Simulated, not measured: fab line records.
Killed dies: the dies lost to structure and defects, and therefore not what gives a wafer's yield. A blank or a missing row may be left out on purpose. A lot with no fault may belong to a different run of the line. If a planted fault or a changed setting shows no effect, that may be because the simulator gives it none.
Matching of chambers    flow nandHarc    NHARC_A_STAIRCASE_ETCH_444 on rieDiel-13: 4 sister chambers
The step etches the open film in C4F8/O2, target depth 10200 nm, time 3400 s. 22 wafers are shown with their chamber, then 11 later ones without.

== WAFERS WITH THEIR CHAMBER ==
wafer   chamber  rfVppV (V)  oesProductAu (a.u.)
L079.4  0        808         0.936
L079.5  3        815         0.916
L079.6  2        799         0.929
L081.1  3        814         0.916
L081.5  0        808         0.937
L081.6  3        815         0.921
L081.2  0        807         0.917
L081.3  2        801         0.930
L081.4  1        803         0.926
L080.1  2        799         0.942
L080.2  1        805         0.935
L080.4  0        809         0.939
L086.2  1        803         0.923
L086.4  0        809         0.933
L086.6  3        813         0.920
L088.2  2        799         0.923
L088.5  0        809         0.926
L088.6  3        816         0.921
L090.1  0        809         0.930
L090.2  3        815         0.930
L090.5  1        804         0.920
L092.2  2        799         0.932

SIGNATURES (means of the wafers above)
reading       chamber 0  chamber 1  chamber 2  chamber 3  scatter within a chamber
rfVppV        808.43     803.75     799.40     814.67     0.913
oesProductAu  0.93114    0.92600    0.93120    0.92067    0.00666
Rule: a wafer lies at a distance from a chamber equal to the root of the sum of squares, over the readings, of (its reading less the chamber's mean, divided by the reading's scatter). If the next closest chamber is less than 2 further off than the closest, the wafer can't be placed; otherwise it belongs to the closest. The scatter: take each reading less its chamber's mean, square it, sum over the shown wafers, divide by the number of wafers less the number of chambers, and take the root.

== WAFERS WHOSE CHAMBER IS MISSING ==
wafer   rfVppV (V)  oesProductAu (a.u.)
L092.5  802         0.922
L092.6  801         0.933
L094.1  803         0.970
L094.5  799         0.966
L094.6  814         0.985
L093.1  799         0.931
L093.2  815         0.920
L093.5  815         0.928
L095.1  803         0.932
L095.2  801         0.932
L095.6  800         0.929

== WHICH CHAMBER EACH ONE RAN IN ==
wafer   from the rows above           in truth
L092.5  can't be placed: 1 or 2       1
L092.6  can't be placed: 2 or 1       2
L094.1  can't be placed: 1 or 2 or 0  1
L094.5  2                             2
L094.6  can't be placed: 3 or 0       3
L093.1  2                             2
L093.2  3                             3
L093.5  3                             3
L095.1  1                             1
L095.2  can't be placed: 2 or 1       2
L095.6  2                             2
6 of 11 placed correctly. Unplaceable from these rows: 5, with the true chamber sitting among the candidates in 5. 0 placed wrongly.
